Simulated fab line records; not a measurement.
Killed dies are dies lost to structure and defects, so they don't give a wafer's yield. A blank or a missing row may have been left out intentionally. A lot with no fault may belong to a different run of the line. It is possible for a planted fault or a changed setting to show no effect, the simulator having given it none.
Chamber matching	flow n5Finfet	N5_DUMMY_GATE_ETCH_36 on rieDiel-06 has 4 sister chambers
The step etches SiARC in CF4, target depth 13 nm. 8 wafers are shown with their chamber, then 8 later ones without.

## EACH WAFER AND ITS CHAMBER
wafer	chamber	drypumpMotorCurrentA (A)	throttleValvePct (%)
L077.2	2	5.97	15.24
L079.4	2	5.95	15.25
L090.4	1	5.99	15.27
L090.5	3	5.06	15.61
L091.3	0	5.45	15.24
L091.4	0	5.44	15.25
L091.5	1	5.98	15.26
L092.1	3	5.06	15.63

## WAFERS WITHOUT THEIR CHAMBER
wafer	drypumpMotorCurrentA (A)	throttleValvePct (%)
L092.3	5.95	15.30
L092.5	5.46	15.28
L094.1	5.96	15.28
L094.2	5.04	15.64
L094.4	5.44	15.26
L096.1	5.99	15.27
L096.2	5.07	15.65
L096.3	5.48	15.25

## EACH ONE'S CHAMBER
wafer	from the rows above	in truth
L092.3	can't be placed: 1 or 2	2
L092.5	0	0
L094.1	can't be placed: 1 or 2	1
L094.2	3	3
L094.4	0	0
L096.1	1	1
L096.2	3	3
L096.3	0	0
Placed correctly: 6 of 8. Unplaceable from these rows: 2, with the true chamber sitting among the candidates in 2. Wrongly placed: 0.
How it was worked out, from the rows above alone: a wafer's distance from a chamber is the root of the sum, over the readings, of the square of ((its reading less the chamber's mean) divided by the reading's scatter). If the next closest chamber is less than 2 further off than the closest, the wafer can't be placed; otherwise it belongs to the closest. Each chamber's mean is taken over the wafers shown for it. The scatter: take each reading less its chamber's mean, square it, sum over the shown wafers, divide by the number of wafers less the number of chambers, and take the root.
